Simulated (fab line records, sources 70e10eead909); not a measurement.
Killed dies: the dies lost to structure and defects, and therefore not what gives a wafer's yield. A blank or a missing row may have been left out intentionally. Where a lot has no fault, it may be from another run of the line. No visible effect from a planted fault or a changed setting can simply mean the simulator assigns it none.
fab line records    flow nand_harc
[record] lots = 13  wafers = 39  last_day = 33
route steps=1302 shown A_ONON_D2@546 A_CHANNEL_HOLE_D2@571 END@1302
lots that met no fault: from a run of the same line without faults
start_h: start of the lot's first displayed wafer, in hours after the record's first day    wait_h: time in hours since the lot's previous step    " as in the row above    L1.1+2: one row covering several wafers at once    - either no value or no given start    * or withheld: withheld    < > ~ a bound
route shown NAME@n: names a module that has steps shown in the file, with the first one's number in the route    usual: mean/standard deviation of fault-free wafers    same: alike in all rows    chamber/n: place in a boat    sites: per-site readings    _std_site: the standard deviation of these    _edge_site: outer sites' mean less inner sites'    radius_mm: how far each site lies from the wafer's centre    mask NAME#n: copy n    behind: the last tool/chamber to shape the wafer    hold: what put the lot on hold/how long, in hours/how the hold closed    device: which transistor (n, p or np) failed to switch    end of line: the tests these same wafers got at the end of their route    for a step that has no rows: nothing shown but its recipe    killed: count of dies lost to structure and defects at first sort (not the wafer's yield)    map: dies across one wafer; x = killed, . = not, _ = none there
set.NAME: setting as actually run; set.NAME@STEP: the setting as run at that earlier step    model.NAME: the simulator's own value behind a step, which no gauge read
steps of the route over a sample of lots; a table a step, a row a wafer
services: from which hour (start_h, from the record's first day; less than 0 if before it) a tool's chamber was out of use, for how many hours, and why
[[steps]]
[step NHARC_A_ONON_D2_THK_MEAS_02]
[recipe] thk_meas_gauge = ellipsometry
[usual] thk_nm = 998/11
lot.wafer  tool           chamber  start_h  wait_h  thk_nm
L352.1     film_metro-02  -        275.41   -       995
L352.4     "              -        "        "       995
L352.6     "              -        "        "       994
L354.2     film_metro-02  -        296.21   -       999
L354.5     "              -        "        "       999
L354.6     "              -        "        "       997
L355.2     film_metro-01  -        301.90   -       995
L355.3     "              -        "        "       994
L355.6     "              -        "        "       993
L356.1     film_metro-02  -        318.55   -       1002
L356.3     "              -        "        "       1001
L356.6     "              -        "        "       1001
L359.2     film_metro-01  -        347.93   -       982
L359.3     "              -        "        "       983
L359.4     "              -        "        "       981
L358.2     film_metro-01  -        348.36   -       995
L358.3     "              -        "        "       994
L358.4     "              -        "        "       995
L362.1     film_metro-01  -        381.39   -       977
L362.3     "              -        "        "       976
L362.5     "              -        "        "       976
L364.1     film_metro-01  -        386.96   -       981
L364.2     "              -        "        "       980
L364.6     "              -        "        "       981
L369.2     film_metro-02  -        446.15   -       996
L369.4     "              -        "        "       995
L369.5     "              -        "        "       998
L371.2     film_metro-01  -        481.10   -       999
L371.4     "              -        "        "       999
L371.6     "              -        "        "       1001
L372.2     film_metro-01  -        481.13   -       1005
L372.4     "              -        "        "       1006
L372.5     "              -        "        "       1007
L373.1     film_metro-01  -        486.64   -       983
L373.2     "              -        "        "       985
L373.5     "              -        "        "       983
L375.1     film_metro-01  -        500.68   -       1009
L375.2     "              -        "        "       1010
L375.3     "              -        "        "       1009
[step NHARC_A_ONON_D2_THK_MEAS_14]
[recipe] thk_meas_gauge = ellipsometry
[usual] thk_nm = 1002/8.4
lot.wafer  tool           chamber  start_h  wait_h  thk_nm
L352.1     film_metro-02  -        277.68   -       994
L352.4     "              -        "        "       992
L352.6     "              -        "        "       993
L354.2     film_metro-01  -        298.50   -       1005
L354.5     "              -        "        "       1006
L354.6     "              -        "        "       1005
L355.2     film_metro-02  -        304.15   -       989
L355.3     "              -        "        "       989
L355.6     "              -        "        "       989
L356.1     film_metro-02  -        321.08   -       1005
L356.3     "              -        "        "       1004
L356.6     "              -        "        "       1004
L359.2     film_metro-02  -        350.19   -       1003
L359.3     "              -        "        "       1005
L359.4     "              -        "        "       1006
L358.2     film_metro-01  -        350.63   -       1002
L358.3     "              -        "        "       1001
L358.4     "              -        "        "       1002
L362.1     film_metro-01  -        383.65   -       1014
L362.3     "              -        "        "       1014
L362.5     "              -        "        "       1015
L364.1     film_metro-01  -        389.21   -       1006
L364.2     "              -        "        "       1004
L364.6     "              -        "        "       1005
L369.2     film_metro-01  -        448.43   -       1009
L369.4     "              -        "        "       1011
L369.5     "              -        "        "       1009
L371.2     film_metro-01  -        483.36   -       1019
L371.4     "              -        "        "       1019
L371.6     "              -        "        "       1020
L372.2     film_metro-02  -        483.42   -       1000
L372.4     "              -        "        "       999
L372.5     "              -        "        "       1001
L373.1     film_metro-02  -        488.90   -       980
L373.2     "              -        "        "       983
L373.5     "              -        "        "       981
L375.1     film_metro-01  -        502.95   -       996
L375.2     "              -        "        "       997
L375.3     "              -        "        "       996
[step NHARC_A_ONON_D2_DEP_28]
[recipe] target_thk_a = 10000  n2_flow_sccm = 2750  n2o_flow_sccm = 2000  nh3_flow_sccm = 500  sih4_flow_sccm = 210  temp_c = 400
[usual] susceptor_temp_C = 400.00/0.21
lot.wafer  tool           chamber  start_h  wait_h  susceptor_temp_C
L352.1     pecvd_onon-01  0        287.72   0.1     399.89
L352.4     "              0        "        "       399.98
L352.6     "              0        "        "       400.15
L354.2     pecvd_onon-03  0        307.69   0.1     399.66
L354.5     "              0        "        "       400.03
L354.6     "              0        "        "       399.78
L355.2     pecvd_onon-03  0        313.68   0.1     399.98
L355.3     "              0        "        "       400.12
L355.6     "              0        "        "       400.11
L356.1     pecvd_onon-03  0        330.54   0.1     400.14
L356.3     "              0        "        "       399.95
L356.6     "              0        "        "       400.07
L358.2     pecvd_onon-03  0        359.74   0.1     400.06
L358.3     "              0        "        "       400.08
L358.4     "              0        "        "       400.34
L359.2     pecvd_onon-01  0        359.75   0.1     399.87
L359.3     "              0        "        "       399.87
L359.4     "              0        "        "       399.85
L362.1     pecvd_onon-03  0        393.31   0.1     400.10
L362.3     "              0        "        "       400.78
L362.5     "              0        "        "       400.43
L364.1     pecvd_onon-03  0        398.30   0.1     399.89
L364.2     "              0        "        "       399.75
L364.6     "              0        "        "       399.80
L369.2     pecvd_onon-04  0        458.32   0.1     400.03
L369.4     "              0        "        "       399.96
L369.5     "              0        "        "       399.60
L372.2     pecvd_onon-01  0        492.72   0.1     399.99
L372.4     "              0        "        "       400.13
L372.5     "              0        "        "       399.91
L371.2     pecvd_onon-03  0        492.72   0.1     399.95
L371.4     "              0        "        "       399.57
L371.6     "              0        "        "       399.97
L373.1     pecvd_onon-01  0        499.22   0.1     399.88
L373.2     "              0        "        "       399.76
L373.5     "              0        "        "       400.10
L375.1     pecvd_onon-04  0        512.10   0.1     400.24
L375.2     "              0        "        "       399.94
L375.3     "              0        "        "       399.70
[step NHARC_A_ONON_D2_THK_MEAS_30]
[recipe] thk_meas_gauge = ellipsometry
[usual] thk_nm = 996/9.7
lot.wafer  tool           chamber  start_h  wait_h  thk_nm
L352.1     film_metro-01  -        288.23   -       1007
L352.4     "              -        "        "       1003
L352.6     "              -        "        "       1006
L354.2     film_metro-01  -        308.15   -       993
L354.5     "              -        "        "       994
L354.6     "              -        "        "       993
L355.2     film_metro-01  -        314.14   -       994
L355.3     "              -        "        "       994
L355.6     "              -        "        "       994
L356.1     film_metro-02  -        331.04   -       1011
L356.3     "              -        "        "       1012
L356.6     "              -        "        "       1010
L358.2     film_metro-02  -        360.19   -       1000
L358.3     "              -        "        "       1000
L358.4     "              -        "        "       1000
L359.2     film_metro-01  -        360.20   -       979
L359.3     "              -        "        "       979
L359.4     "              -        "        "       978
L362.1     film_metro-01  -        393.83   -       938
L362.3     "              -        "        "       940
L362.5     "              -        "        "       939
L364.1     film_metro-02  -        398.81   -       927
L364.2     "              -        "        "       929
L364.6     "              -        "        "       929
L369.2     film_metro-02  -        458.78   -       994
L369.4     "              -        "        "       993
L369.5     "              -        "        "       994
L372.2     film_metro-01  -        493.17   -       1006
L372.4     "              -        "        "       1009
L372.5     "              -        "        "       1010
L371.2     film_metro-02  -        493.17   -       1005
L371.4     "              -        "        "       1006
L371.6     "              -        "        "       1007
L373.1     film_metro-02  -        499.73   -       995
L373.2     "              -        "        "       996
L373.5     "              -        "        "       995
L375.1     film_metro-01  -        512.61   -       979
L375.2     "              -        "        "       977
L375.3     "              -        "        "       979
[step NHARC_A_CHANNEL_HOLE_D2_DEP_01]
[recipe] target_thk_a = 1400  target_thk_nm = 140  temp_c = 400  pressure_torr = 3.5  flow_sccm = 200  rf_w = 350  material = SiON
[usual] heater_power_w = 767/79  susceptor_temp_C = 400.00/0.25
lot.wafer  tool      chamber  start_h  wait_h  heater_power_w  susceptor_temp_C
L352.1     pecvd-03  2        295.04   1.6     767             400.20
L352.4     "         2        "        "       770             399.86
L352.6     "         0        "        "       747             400.25
L354.2     pecvd-03  2        317.17   1.3     745             400.18
L354.6     "         1        "        "       705             400.01
L354.5     "         2        "        "       777             400.20
L355.3     pecvd-04  1        319.89   1.0     640             400.40
L355.2     "         2        "        "       905             399.85
L355.6     "         2        "        "       917             399.66
L356.3     pecvd-01  1        333.76   1.0     793             400.33
L356.1     "         0        "        "       879             400.48
L356.6     "         1        "        "       787             400.22
L358.2     pecvd-03  0        365.20   1.3     745             400.05
L358.3     "         1        "        "       811             399.93
L358.4     "         1        "        "       812             399.91
L359.3     pecvd-04  0        365.82   1.0     706             400.19
L359.2     "         2        "        "       846             400.37
L359.4     "         0        "        "       717             399.87
L362.1     pecvd-04  2        396.36   1.6     889             399.69
L362.3     "         0        "        "       821             399.86
L362.5     "         0        "        "       842             399.55
L364.1     pecvd-04  2        402.61   1.6     948             399.91
L364.2     "         0        "        "       731             399.79
L364.6     "         2        "        "       781             399.76
L369.2     pecvd-01  1        461.43   1.3     697             400.22
L369.5     "         0        "        "       728             399.75
L369.4     "         1        "        "       686             400.05
L371.2     pecvd-01  0        495.67   1.3     757             399.59
L371.6     "         1        "        "       638             400.04
L371.4     "         2        "        "       798             399.92
L372.2     pecvd-03  1        495.69   1.3     795             400.09
L372.5     "         1        "        "       791             399.71
L372.4     "         2        "        "       835             399.92
L373.1     pecvd-04  1        502.30   1.6     658             399.82
L373.2     "         2        "        "       821             400.33
L373.5     "         1        "        "       661             399.78
L375.3     pecvd-04  2        516.07   1.0     881             400.02
L375.1     "         0        "        "       854             399.62
L375.2     "         1        "        "       710             399.97
[step NHARC_END_SORT_01]
[recipe] temp_c = 25
[usual] killed_at_array = 45/18  killed_at_other = 0.9/1.3  killed_at_periphery = 3.7/2.2  killed_dies = 50/18  killed_open = 3.2/1.9  killed_short = 2.4/1.6
[same] gross_dies = 677
lot.wafer  tool       chamber  start_h  wait_h  killed_at_array  killed_at_other  killed_at_periphery  killed_dies  killed_open  killed_short
L352.1     prober-02  0        572.63   2.5     44               0                9                    53           2            4
L352.4     prober-02  0        575.06   3.4     66               2                4                    72           3            2
L352.6     prober-02  0        576.67   4.0     57               2                4                    63           1            3
L354.2     prober-01  0        579.17   2.8     45               0                5                    50           4            3
L354.5     prober-01  0        581.58   3.7     41               0                3                    44           2            3
L354.6     prober-01  0        582.38   4.0     38               0                3                    41           4            5
L355.2     prober-02  0        581.27   2.8     28               0                1                    29           1            2
L355.3     prober-02  0        582.08   3.1     45               1                4                    50           5            7
L355.6     prober-02  0        584.49   4.0     31               0                2                    33           6            1
L371.2     prober-02  0        766.83   2.8     63               3                1                    67           2            0
L371.4     prober-02  0        768.42   3.4     51               1                5                    57           4            3
L371.6     prober-02  0        770.00   4.0     61               1                2                    64           5            2
L375.1     prober-02  0        773.75   2.5     72               0                5                    77           3            2
L375.2     prober-02  0        774.57   2.8     49               1                3                    53           2            1
L375.3     prober-02  0        775.39   3.1     75               0                4                    79           3            4
// killed by level:class
L352.1 A_SLIT:chamber_film_flake=20 A_CHANNEL_HOLE_D1:chamber_film_flake=10 P_GATE:chamber_film_flake=8 A_CHANNEL_HOLE_D2:chamber_film_flake=5 P_M1:geometric_particle:short=1 A_CHANNEL_FILL_D1:geometric_particle:open=1 A_ONON_D2:geometric_particle:open=1 A_ONON_D2:geometric_particle:short=1
L352.4 A_CHANNEL_HOLE_D1:chamber_film_flake=28 A_SLIT:chamber_film_flake=22 A_CONTACT:unspecified=3 A_CONTACT:chamber_film_flake=3 A_ONON_D2:geometric_particle:open=2 A_CHANNEL_FILL_D1:chamber_film_flake=2 A_CHANNEL_HOLE_D2:chamber_film_flake=2 THIN_TSV:chamber_film_flake=2
L352.6 A_CHANNEL_HOLE_D1:chamber_film_flake=29 A_SLIT:chamber_film_flake=11 A_CHANNEL_HOLE_D2:chamber_film_flake=6 A_CONTACT:chamber_film_flake=4 A_WL_FILL:geometric_particle:short=2 P_GATE:chamber_film_flake=2 A_CHANNEL_FILL_D1:chamber_film_flake=2 THIN_TSV:chamber_film_flake=2
L354.2 A_SLIT:chamber_film_flake=28 A_CHANNEL_HOLE_D2:chamber_film_flake=6 A_CHANNEL_FILL_D1:geometric_particle:open=2 P_ZERO_WELL:chamber_film_flake=2 P_GATE:chamber_film_flake=2 A_CHANNEL_HOLE_D1:chamber_film_flake=2 A_DECK1_JOINT:chamber_film_flake=2 P_CONTACT:geometric_particle:open=1
L355.2 A_CHANNEL_HOLE_D2:chamber_film_flake=18 A_ONON_D1:geometric_particle:short=2 A_CHANNEL_HOLE_D1:chamber_film_flake=2 A_CHANNEL_FILL_D1:chamber_film_flake=2 A_CONTACT:chamber_film_flake=2 A_SGD_CUT:geometric_particle:open=1 P_ZERO_WELL:chamber_film_flake=1 A_DECK1_JOINT:chamber_film_flake=1
L354.5 A_SLIT:chamber_film_flake=22 A_CHANNEL_HOLE_D2:chamber_film_flake=5 A_WL_FILL:chamber_film_flake=4 A_CONTACT:chamber_film_flake=3 P_GATE:chamber_film_flake=2 A_CHANNEL_HOLE_D1:geometric_particle:short=1 A_CHANNEL_FILL_D1:geometric_particle:short=1 A_CHANNEL_FILL_D1:geometric_particle:open=1
L355.3 A_CHANNEL_HOLE_D2:chamber_film_flake=31 A_CHANNEL_FILL_D2:geometric_particle:short=3 P_ZERO_WELL:chamber_film_flake=3 A_M1:geometric_particle:short=2 P_CONTACT:geometric_particle:open=1 A_ONON_D1:geometric_particle:open=1 A_CHANNEL_HOLE_D1:geometric_particle:open=1 A_DECK1_JOINT:geometric_particle:open=1
L354.6 A_SLIT:chamber_film_flake=18 A_CONTACT:chamber_film_flake=4 A_CHANNEL_HOLE_D2:chamber_film_flake=3 A_ONON_D1:geometric_particle:short=2 A_ONON_D2:geometric_particle:open=2 P_ZERO_WELL:chamber_film_flake=2 A_DECK1_JOINT:chamber_film_flake=2 A_ONON_D1:geometric_particle:open=1
L355.6 A_CHANNEL_HOLE_D2:chamber_film_flake=16 A_CONTACT:chamber_film_flake=4 A_ONON_D2:geometric_particle:open=3 A_CHANNEL_HOLE_D1:chamber_film_flake=3 P_M1:geometric_particle:open=1 A_CHANNEL_FILL_D2:geometric_particle:short=1 A_CONTACT:geometric_particle:open=1 A_M0:geometric_particle:open=1
L371.2 A_SLIT:chamber_film_flake=24 A_CHANNEL_HOLE_D2:chamber_film_flake=16 A_CHANNEL_HOLE_D1:chamber_film_flake=10 A_CONTACT:chamber_film_flake=8 THIN_TSV:chamber_film_flake=3 A_DECK1_JOINT:chamber_film_flake=2 A_CHANNEL_FILL_D2:geometric_particle:open=1 A_M0:geometric_particle:open=1
L371.4 A_CHANNEL_HOLE_D1:chamber_film_flake=18 A_SLIT:chamber_film_flake=16 A_CHANNEL_HOLE_D2:chamber_film_flake=5 P_GATE:chamber_film_flake=3 A_CONTACT:chamber_film_flake=3 P_M0:geometric_particle:short=2 A_M0:chamber_film_flake=2 A_ONON_D1:geometric_particle:open=1
L371.6 A_CHANNEL_HOLE_D2:chamber_film_flake=19 A_SLIT:chamber_film_flake=17 A_CHANNEL_HOLE_D1:chamber_film_flake=10 A_CONTACT:chamber_film_flake=5 A_ONON_D2:geometric_particle:short=2 A_DECK1_JOINT:chamber_film_flake=2 P_CONTACT:geometric_particle:open=1 A_SOURCE_PLATE:geometric_particle:open=1
L375.1 A_SLIT:chamber_film_flake=29 A_CHANNEL_HOLE_D2:chamber_film_flake=21 A_CHANNEL_HOLE_D1:chamber_film_flake=9 A_CONTACT:chamber_film_flake=7 P_GATE:chamber_film_flake=3 A_CONTACT:geometric_particle:open=2 A_CHANNEL_HOLE_D2:geometric_particle:short=1 A_WL_FILL:geometric_particle:short=1
L375.2 A_CHANNEL_HOLE_D1:chamber_film_flake=12 A_SLIT:chamber_film_flake=12 A_CHANNEL_HOLE_D2:chamber_film_flake=12 A_CONTACT:chamber_film_flake=8 A_STAIRCASE:chamber_film_flake=4 P_M0:geometric_particle:open=2 A_CHANNEL_FILL_D2:geometric_particle:short=1 P_GATE:chamber_film_flake=1
L375.3 A_CHANNEL_HOLE_D2:chamber_film_flake=39 A_SLIT:chamber_film_flake=15 A_CONTACT:chamber_film_flake=7 A_CHANNEL_HOLE_D1:chamber_film_flake=6 A_STAIRCASE:chamber_film_flake=2 P_STI:geometric_particle:short=1 P_GATE:geometric_particle:open=1 A_ONON_D1:geometric_particle:open=1
[[services]]
tool           chamber  start_h  hours  kind
pecvd_onon-01  -        269.27   13.0   pm
pecvd-04       -        269.41   13.0   pm
pecvd-04       0        269.41   13.0   vent_cycle
pecvd-04       1        269.41   13.0   vent_cycle
pecvd-04       2        269.41   13.0   vent_cycle
pecvd-04       0        282.41   -      clean
pecvd-04       1        282.41   -      clean
pecvd-04       2        282.41   -      clean
pecvd_onon-04  -        311.30   13.0   pm
pecvd-03       -        366.24   13.0   pm
pecvd-03       0        366.24   13.0   vent_cycle
pecvd-01       -        370.67   13.0   pm
pecvd_onon-03  -        408.00   13.0   pm
pecvd-03       -        430.47   0.7    repair
pecvd_onon-01  -        450.27   13.0   pm
pecvd-04       -        450.41   13.0   pm
pecvd-04       0        450.41   13.0   vent_cycle
pecvd-04       1        450.41   13.0   vent_cycle
pecvd-04       2        450.41   13.0   vent_cycle
pecvd-04       0        463.41   -      clean
pecvd-04       1        463.41   -      clean
pecvd-04       2        463.41   -      clean
pecvd_onon-04  -        492.45   13.0   pm
pecvd-04       0        506.88   3.0    repair
[[key]]
[first_sign] step = NHARC_A_ONON_D2_THK_MEAS_30  reading = thk_nm  direction = down  sigmas = 6.5  usual = 996  struck = 933
effect none on later readings
met_at NHARC_A_ONON_D2_DEP_28
struck_lots L362,L364
tester_left_out L362,L364
not_acting_at NHARC_A_ONON_D2_THK_MEAS_02,NHARC_A_ONON_D2_THK_MEAS_14,NHARC_A_CHANNEL_HOLE_D2_DEP_01
onset_between 359.74 393.31
[fault] kind = process_parameter_drift  tool = pecvd_onon-03  chamber = -  onset_h = 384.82  steps = NHARC_A_ONON_D2_DEP_28  channel = target_thk_a  offset = *  shape = step  end_h = 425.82  acts_in = *  stated = *
// tester_left_out: of these lots the tester's yield and bins aren't shown, on N5 and GAA mostly nor the transistor test; their killed dies are dies lost to structure and defects alone, not to doping, threshold or leakage, so they don't give the yield
